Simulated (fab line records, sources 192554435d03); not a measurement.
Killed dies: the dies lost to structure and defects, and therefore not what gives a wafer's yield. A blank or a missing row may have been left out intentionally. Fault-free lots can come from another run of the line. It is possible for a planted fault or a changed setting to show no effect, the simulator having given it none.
Lot-split experiment	flow n5-finfet	21 wafers read across 7 lots, on a route 1938 steps long

## THE SPLIT ITSELF
At N5_BEOL_M11_ETCH_66 (etches SOC in N2/H2, target depth 120 nm, overetch 24 nm, time 180 s), the setting time-s was moved away from the recipe's 180 s on 5 of the 21 wafers read, by -13.2% to +17.6%. All remaining wafers had this setting at the recipe value.

The reading is taken at the split's own step.

## THE READING
SiARC_of_BEOL_M11_COAT_64.thk-nm (the simulator's own value, which no gauge read), in nm, at N5_BEOL_M11_ETCH_66 (etches SOC in N2/H2, target depth 120 nm, overetch 24 nm, time 180 s). The file does not state a usual value for it. Average 22.8 nm, standard deviation 0.2 nm, over the 16 wafers here run with the recipe.

wafer	tool, chamber at the split	time-s as run, s	against the recipe	SiARC_of_BEOL_M11_COAT_64.thk-nm, nm	against lot-mates on the recipe
L074.1	rie-diel-01, 1,3	180	recipe	22.4	-
L074.4	rie-diel-01, 1,3	180	recipe	22.4	-
L074.5	rie-diel-01, 0	180	recipe	22.6	-
L077.1	rie-diel-05, 3	180	recipe	23	-
L077.3	rie-diel-05, 1	156.3	-13.2%	23.8	+0.9
L077.5	rie-diel-05, 1	180	recipe	22.8	-
L079.2	rie-diel-05, 2	180	recipe	22.8	-
L079.4	rie-diel-05, 0	180	recipe	23	-
L079.6	rie-diel-05, 0	180	recipe	23	-
L080.2	rie-diel-01, 1	211.7	+17.6%	21.6	-1.2
L080.4	rie-diel-01, 3	211.7	+17.6%	21.4	-1.4
L080.5	rie-diel-01, 3	180	recipe	22.8	-
L083.1	rie-diel-01, 3	210.2	+16.8%	21.2	-1.4
L083.4	rie-diel-01, 2	180	recipe	22.6	-
L083.6	rie-diel-01, 0	210.2	+16.8%	21.6	-1.0
L094.1	rie-diel-03, 0	180	recipe	23	-
L094.3	rie-diel-03, 3	180	recipe	22.8	-
L094.6	rie-diel-03, 2	180	recipe	22.6	-
L095.2	rie-diel-05, 0	180	recipe	22.6	-
L095.3	rie-diel-05, 1	180	recipe	23	-
L095.5	rie-diel-05, 1	180	recipe	22.8	-
The file does not say which wafer passed through which chamber wherever a row lists several chambers: such a row stands for several wafers.

FIT RESULTS
A straight line over all 21 wafers: SiARC_of_BEOL_M11_COAT_64.thk-nm changes by -0.0766 nm for each +1% of time-s; r = -0.95; the points scatter about the line by 0.2 nm.
The same after taking each lot's own level away (the mean of its wafers on the recipe; 21 wafers): -0.072 nm for each +1%; r = -0.97; scatter 0.13 nm.
On that fit, the largest move of time-s shifts the reading by 1.3 nm.
From 22.47 to 22.93 nm: that is the span of the lots' own levels, equal to 2.3 times the standard deviation above.
Hence the lot-to-lot level has little effect on the slope; both slopes agree.
Check: for one of the wafers moved furthest among these (+17.6%), held out of the fit, the line's prediction against its lot-mates is -1.29 nm. Against them it came out at -1.2 nm.

## ADDITIONAL SPLITS CARRIED BY THESE WAFERS
Before the reading, these wafers also passed through other splits. Each is held against what the fit with the lots' levels taken away leaves over:
other split on the same wafers	wafers away from the commonest value	r with SiARC_of_BEOL_M11_COAT_64.thk-nm (lot level and that fit taken away)
N5_BEOL_M9_HM_DEP_02 target-thk-a	14	+0.03
N5_BEOL_M10_COAT_59 spin-rpm	6	+0.05

## FILE'S OWN FIT
SiARC_of_BEOL_M11_COAT_64.thk-nm changes by -0.0717 nm for each +1% of time-s, r = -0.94.
